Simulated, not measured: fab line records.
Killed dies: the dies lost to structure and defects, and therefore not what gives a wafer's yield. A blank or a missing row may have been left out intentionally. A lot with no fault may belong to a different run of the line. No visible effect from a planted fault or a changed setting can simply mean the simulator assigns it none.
Split-lot study ; flow n5Finfet ; route with 1938 steps; 7 lots, 39 wafers read

## THE SPLIT
At N5_DUMMY_GATE_EXPOSE_12 (exposes mask GATE, target cd 25 nm), the setting doseMj was moved away from the recipe's 34 on 18 of the 39 wafers read, by -7.6% to +7.6%. For the rest of the wafers, this setting stayed at what the recipe calls for.

## FROM THE SPLIT TO THE READING: what the file shows between them, 2 steps
- N5_DUMMY_GATE_PEB_13: peb time 60 s
- N5_DUMMY_GATE_DEVELOP_14: develop time 30 s

## THE READING
cdNm, in nm, at N5_DUMMY_GATE_CD_MEAS_15 (target cd 25.8 nm). A value of 24.95 nm with a standard deviation of 0.26 nm is what fault-free wafers of this fab line usually give.

wafer;tool, chamber at the split;doseMj as run;against the recipe;cdNm, nm;against lot-mates on the recipe
L081.1;euvScanner-02, 0;34;recipe;24.90;-
L081.2;euvScanner-02, 0;34;recipe;25.12;-
L081.3;euvScanner-02, 0;32.76;-3.6%;25.83;+0.78
L081.4;euvScanner-02, 0;32.76;-3.6%;25.48;+0.43
L081.5;euvScanner-02, 0;34;recipe;25.13;-
L081.6;euvScanner-02, 0;32.76;-3.6%;25.64;+0.59
L083.1;euvScanner-01, 0;34.89;+2.6%;23.87;-0.83
L083.2;euvScanner-01, 0;34;recipe;24.42;-
L083.3;euvScanner-01, 0;34;recipe;24.77;-
L083.4;euvScanner-01, 0;34;recipe;24.91;-
L083.5;euvScanner-01, 0;34.89;+2.6%;23.93;-0.77
L083.6;euvScanner-01, 0;34.89;+2.6%;24.19;-0.51
L089.1;euvScanner-01, 0;34;recipe;24.57;-
L089.2;euvScanner-01, 0;34;recipe;24.76;-
L089.3;euvScanner-01, 0;34;recipe;24.85;-
L089.4;euvScanner-01, 0;33.28;-2.1%;25.48;+0.75
L089.5;euvScanner-01, 0;33.28;-2.1%;25.19;+0.46
L089.6;euvScanner-01, 0;33.28;-2.1%;25.44;+0.71
L090.2;euvScanner-01, 0;34;recipe;24.95;-
L090.4;euvScanner-01, 0;34;recipe;25.05;-
L090.5;euvScanner-01, 0;34;recipe;24.85;-
L094.1;euvScanner-02, 0;31.4;-7.6%;26.49;+1.62
L094.2;euvScanner-02, 0;34;recipe;25.14;-
L094.3;euvScanner-02, 0;31.4;-7.6%;26.62;+1.75
L094.4;euvScanner-02, 0;31.4;-7.6%;26.06;+1.19
L094.5;euvScanner-02, 0;34;recipe;24.71;-
L094.6;euvScanner-02, 0;34;recipe;24.75;-
L096.1;euvScanner-01, 0;36.59;+7.6%;23.77;-1.21
L096.2;euvScanner-01, 0;34;recipe;25.09;-
L096.3;euvScanner-01, 0;34;recipe;24.66;-
L096.4;euvScanner-01, 0;36.59;+7.6%;23.11;-1.87
L096.5;euvScanner-01, 0;34;recipe;25.19;-
L096.6;euvScanner-01, 0;36.59;+7.6%;23.77;-1.21
L097.1;euvScanner-02, 0;35.95;+5.7%;23.83;-1.18
L097.2;euvScanner-02, 0;34;recipe;25.07;-
L097.3;euvScanner-02, 0;35.95;+5.7%;24.19;-0.82
L097.4;euvScanner-02, 0;35.95;+5.7%;24.29;-0.72
L097.5;euvScanner-02, 0;34;recipe;24.88;-
L097.6;euvScanner-02, 0;34;recipe;25.07;-

THE FIT
A straight line over all 39 wafers: cdNm changes by -0.186 nm for each +1% of doseMj; r = -0.94; the points scatter about the line by 0.25 nm.
The same after taking each lot's own level away (the mean of its wafers on the recipe; 39 wafers): -0.191 nm for each +1%; r = -0.96; scatter 0.21 nm.
According to that fit, moving doseMj by its largest amount changes the reading by 1.5 nm.
Measured against the standard deviation above, the lots' own levels, which go from 24.700 to 25.050 nm, span 1.3 times it.
Hence the lot-to-lot level has little effect on the slope; both slopes agree.
Check: for one of the wafers moved furthest among these (-7.6%), held out of the fit, the line's prediction against its lot-mates is +1.45 nm. Against them it came out at +1.62 nm.

## THE FILE'S OWN FIT
cdNm changes by -0.19 nm for each +1% of doseMj, r = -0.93.
